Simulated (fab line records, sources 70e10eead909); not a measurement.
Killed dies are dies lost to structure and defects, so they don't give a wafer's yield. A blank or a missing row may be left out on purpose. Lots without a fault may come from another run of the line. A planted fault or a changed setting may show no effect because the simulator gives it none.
Problem report in the 8D (eight disciplines) form, filled by code | flow nand_harc | the parts of the form that need people (team, actions taken, sign-off) are left out

1. THE PROBLEM
killed_dies at NHARC_END_SORT_01 reads a mean of 604 on 6 wafers of 2 lots; wafers without a fault read 68 with a standard deviation of 20. That is +27 standard deviations from the usual mean.
First seen on wafer L684.1, day 27 13:40, on prober-01. The record holds 9 wafers of 3 lots with a number at this step. Rule for "out", or "out of limits": more than 4 standard deviations from the usual mean. The other wafers with a number count as sound.

2. WHAT IT IS AND WHAT IT IS NOT
question                    | is                           | is not
which readings at this step | killed_dies, killed_at_array | killed_at_periphery, killed_open, killed_short
which lots                  | L680, L684                   | L696
which wafers of those lots  | all that have a number       | -
read on which gauges        | prober-01, prober-02         | -
when                        | from day 27 13:40            | up to then (0 sound wafers); but 3 sound wafers of L696 came after

3. SUSPECTS, AND WHAT RULES EACH OUT
Counting: a tool at a process step up to the reading stays a suspect if it ran every lot that is out and no sound lot after the first of them.
- the gauge at NHARC_END_SORT_01: ruled out. The wafers that are out were read on 2 gauges (prober-01, prober-02).
- acl_dep-01 at NHARC_A_SLIT_DEP_00 (deposits aC, target thk 6200 nm): kept. It ran every lot that is out, first L680 (day 22 04:43), and no sound lot after that.
Left after counting: acl_dep-01 at NHARC_A_SLIT_DEP_00.

4. THE CAUSE (what the simulator had put in)
Process parameter drift: acl_dep-01, from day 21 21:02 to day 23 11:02, at NHARC_A_SLIT_DEP_00. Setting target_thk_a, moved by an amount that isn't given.
Counting left only this tool.

5. THE CHAIN OF EFFECTS, in route order
Each row: a reading whose mean over the struck wafers that have a number lies more than 3 standard deviations from the usual. Only readings for which the record gives a usual standard deviation are gone through. hours: the time from each lot's start at the first step in this table that gives one to its start at this step, as a median over the lots. sigmas: the change in usual standard deviations.
hours | step              | reading         | usual | on struck wafers | change | sigmas
0     | NHARC_END_SORT_01 | killed_at_array | 64    | 599              | +535   | +27
0     | NHARC_END_SORT_01 | killed_dies     | 68    | 604              | +536   | +27

6. WHAT WOULD HAVE CAUGHT IT SOONER
In this record the first reading out of limits at a measuring or inspecting step was taken at day 27 13:40, 137 hours after the fault began at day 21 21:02.
Of the tool readings at NHARC_A_SLIT_DEP_00 for which the record gives a usual standard deviation, none was out on any struck wafer, so an alarm limit of 4 standard deviations on them would not have fired.
All the lots that are out (2) had begun NHARC_A_SLIT_DEP_00 on acl_dep-01 by day 27 13:40. A hold on the tool at that time would have spared none of them.
